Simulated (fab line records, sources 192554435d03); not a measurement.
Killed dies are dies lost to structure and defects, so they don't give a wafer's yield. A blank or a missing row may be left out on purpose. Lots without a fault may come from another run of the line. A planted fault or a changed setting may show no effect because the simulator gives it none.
Which tool did it? | flow n5_finfet | 6 lots, 18 wafers sampled, at 2 steps of a route of 1938

WHAT THE GAUGES READ, wafer by wafer
N5_PASSIVATION_OVL_MEAS_60.
lot  | measured     | on         | TV_OVL (nm)
L693 | day 12 11:34 | overlay-02 | 16 3 5
L694 | day 13 07:45 | overlay-01 | -8 -10 -3
L703 | day 15 03:14 | overlay-02 | -2 2 -2
L709 | day 16 03:05 | overlay-01 | 1 5 4
L710 | day 16 07:58 | overlay-01 | -4 -4 -4
L712 | day 17 15:53 | overlay-02 | -3 2 6

WHICH TOOL RAN EACH LOT (tool, then ch and the chambers of the sampled wafers, then the start)
lot  | N5_BEOL_M7_STRIP_36
L693 | rie_diel-02 ch 0,1,2, day 9 15:00
L694 | rie_diel-06 ch 0,1,3, day 10 00:46
L703 | rie_diel-02 ch 0,2,3, day 12 10:00
L709 | rie_diel-06 ch 1,2, day 13 13:24
L710 | rie_diel-06 ch 1,2, day 13 15:16
L712 | rie_diel-04 ch 0,2, day 14 13:06
- N5_BEOL_M7_STRIP_36: strips in N2/H2.

THE ANSWER, worked out from the rows above alone
Rule: what is usual is taken from the lots themselves. Put in order of their means at a reading, lots are off if they are a third of the lots or fewer, leave a main group of 4 or more, and stand apart from it by a gap of 3 or more times the standard deviation of the main group's means; of several such gaps the widest counts. A main group whose means are all the same, to the digits that the tables above print for the reading, isn't used. A lot without any number at a reading at which 4 lots or more have one is off too. The other lots that the step has rows for count as sound.
No lot is off at any reading shown: from this, nothing can be told.

WHAT THE SIMULATOR HAD PUT IN
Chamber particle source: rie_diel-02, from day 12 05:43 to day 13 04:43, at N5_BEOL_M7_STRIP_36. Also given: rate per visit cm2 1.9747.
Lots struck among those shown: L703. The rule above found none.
